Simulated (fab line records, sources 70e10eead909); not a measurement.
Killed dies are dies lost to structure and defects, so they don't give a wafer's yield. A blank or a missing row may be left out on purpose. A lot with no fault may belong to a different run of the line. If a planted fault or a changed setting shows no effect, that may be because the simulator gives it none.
Chamber matching | flow nand_harc | NHARC_P_M0_PRE_CLEAN_31 on pecvd-02 has 3 sister chambers
The step time 12 s. 6 wafers are shown with their chamber, then 11 later ones without.

## WAFERS PAIRED WITH THEIR CHAMBERS
wafer  | chamber | heater_power_outer_w (W) | heater_power_w (W)
L085.6 | 0       | 414                      | 656
L086.2 | 0       | 332                      | 536
L087.2 | 1       | 400                      | 650
L087.4 | 2       | 334                      | 620
L087.5 | 1       | 400                      | 652
L089.1 | 2       | 289                      | 568

## WAFERS WITH NO CHAMBER GIVEN
wafer  | heater_power_outer_w (W) | heater_power_w (W)
L089.4 | 387                      | 613
L089.6 | 286                      | 566
L091.4 | 415                      | 655
L091.5 | 448                      | 717
L091.6 | 325                      | 621
L095.1 | 473                      | 740
L095.2 | 326                      | 605
L095.6 | 348                      | 581
L097.2 | 299                      | 565
L097.5 | 342                      | 553
L097.6 | 304                      | 579

## CHAMBER TAKEN BY EACH
wafer  | from the rows above          | in truth
L089.4 | can't be placed: 0 or 1 or 2 | 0
L089.6 | can't be placed: 2 or 0      | 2
L091.4 | can't be placed: 1 or 0      | 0
L091.5 | can't be placed: 1 or 0      | 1
L091.6 | can't be placed: 2 or 0 or 1 | 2
L095.1 | can't be placed: 1 or 0      | 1
L095.2 | can't be placed: 2 or 0 or 1 | 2
L095.6 | can't be placed: 0 or 2 or 1 | 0
L097.2 | can't be placed: 2 or 0      | 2
L097.5 | can't be placed: 2 or 0 or 1 | 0
L097.6 | can't be placed: 2 or 0      | 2
Placed correctly: 0 of 11. These rows do not allow placing 11 (true chamber among the candidates in 11). 0 placed wrongly.
How it was worked out, from the rows above alone: a wafer's distance from a chamber is the root of the sum, over the readings, of the square of ((its reading less the chamber's mean) divided by the reading's scatter). The wafer belongs to the nearest chamber; if the next one is less than 2 further off, it can't be placed. Each chamber's mean is taken over the wafers shown for it. The scatter: the root of (the sum of the squares of (reading less its chamber's mean) over the shown wafers, divided by (wafers less chambers)).
